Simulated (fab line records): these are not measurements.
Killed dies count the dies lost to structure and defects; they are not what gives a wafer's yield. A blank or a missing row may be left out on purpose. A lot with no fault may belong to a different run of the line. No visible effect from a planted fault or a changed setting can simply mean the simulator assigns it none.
Matching of chambers :: flow n5 finfet :: 4 sister chambers for N5_BEOL_M2_ETCH_70 on rie diel-01
The step etches SOC in N2/H2, target depth 80 nm, overetch 24 nm, time 130 s. 8 wafers are shown with their chamber, then 12 later ones without.

== WAFERS WITH THEIR CHAMBER ==
wafer: L078.1
chamber: 3
drypump motor current A (A): 5.3
showerhead plenum p Torr (Torr): 2.52

wafer: L084.4
chamber: 1
drypump motor current A (A): 5.1
showerhead plenum p Torr (Torr): 2.54

wafer: L087.1
chamber: 0
drypump motor current A (A): 4.9
showerhead plenum p Torr (Torr): 2.45

wafer: L087.3
chamber: 2
drypump motor current A (A): 6.5
showerhead plenum p Torr (Torr): 2.56

wafer: L087.6
chamber: 3
drypump motor current A (A): 5.2
showerhead plenum p Torr (Torr): 2.51

wafer: L089.4
chamber: 2
drypump motor current A (A): 6.5
showerhead plenum p Torr (Torr): 2.56

wafer: L089.5
chamber: 1
drypump motor current A (A): 5.1
showerhead plenum p Torr (Torr): 2.53

wafer: L089.6
chamber: 0
drypump motor current A (A): 4.9
showerhead plenum p Torr (Torr): 2.45

== WAFERS MISSING THEIR CHAMBER ==
wafer: L091.3
drypump motor current A (A): 5.1
showerhead plenum p Torr (Torr): 2.53

wafer: L091.5
drypump motor current A (A): 6.5
showerhead plenum p Torr (Torr): 2.56

wafer: L091.6
drypump motor current A (A): 5.2
showerhead plenum p Torr (Torr): 2.51

wafer: L093.2
drypump motor current A (A): 5.1
showerhead plenum p Torr (Torr): 2.53

wafer: L093.3
drypump motor current A (A): 5.2
showerhead plenum p Torr (Torr): 2.51

wafer: L093.5
drypump motor current A (A): 4.9
showerhead plenum p Torr (Torr): 2.45

wafer: L094.1
drypump motor current A (A): 4.9
showerhead plenum p Torr (Torr): 2.45

wafer: L094.5
drypump motor current A (A): 4.9
showerhead plenum p Torr (Torr): 2.45

wafer: L094.6
drypump motor current A (A): 5.1
showerhead plenum p Torr (Torr): 2.53

wafer: L095.1
drypump motor current A (A): 4.9
showerhead plenum p Torr (Torr): 2.45

wafer: L095.4
drypump motor current A (A): 6.4
showerhead plenum p Torr (Torr): 2.55

wafer: L095.5
drypump motor current A (A): 6.4
showerhead plenum p Torr (Torr): 2.55

== CHAMBER TAKEN BY EACH ==
wafer: L091.3
from the rows above: 1
in truth: 1

wafer: L091.5
from the rows above: 2
in truth: 2

wafer: L091.6
from the rows above: 3
in truth: 3

wafer: L093.2
from the rows above: 1
in truth: 1

wafer: L093.3
from the rows above: 3
in truth: 3

wafer: L093.5
from the rows above: 0
in truth: 0

wafer: L094.1
from the rows above: 0
in truth: 0

wafer: L094.5
from the rows above: 0
in truth: 0

wafer: L094.6
from the rows above: 1
in truth: 1

wafer: L095.1
from the rows above: 0
in truth: 0

wafer: L095.4
from the rows above: 2
in truth: 2

wafer: L095.5
from the rows above: 2
in truth: 2
Correctly placed: 12 of 12. Not placeable from these rows: 0. Wrongly placed: 0.
How it was worked out, from the rows above alone: a wafer's distance from a chamber is the root of the sum, over the readings, of the square of ((its reading less the chamber's mean) divided by the reading's scatter). If the next closest chamber is less than 2 further off than the closest, the wafer can't be placed; otherwise it belongs to the closest. For every chamber, the mean is computed from those of its wafers that are shown. The scatter is the square root of a quotient: the sum, over the shown wafers, of each reading's squared deviation from its chamber's mean, divided by wafers minus chambers.
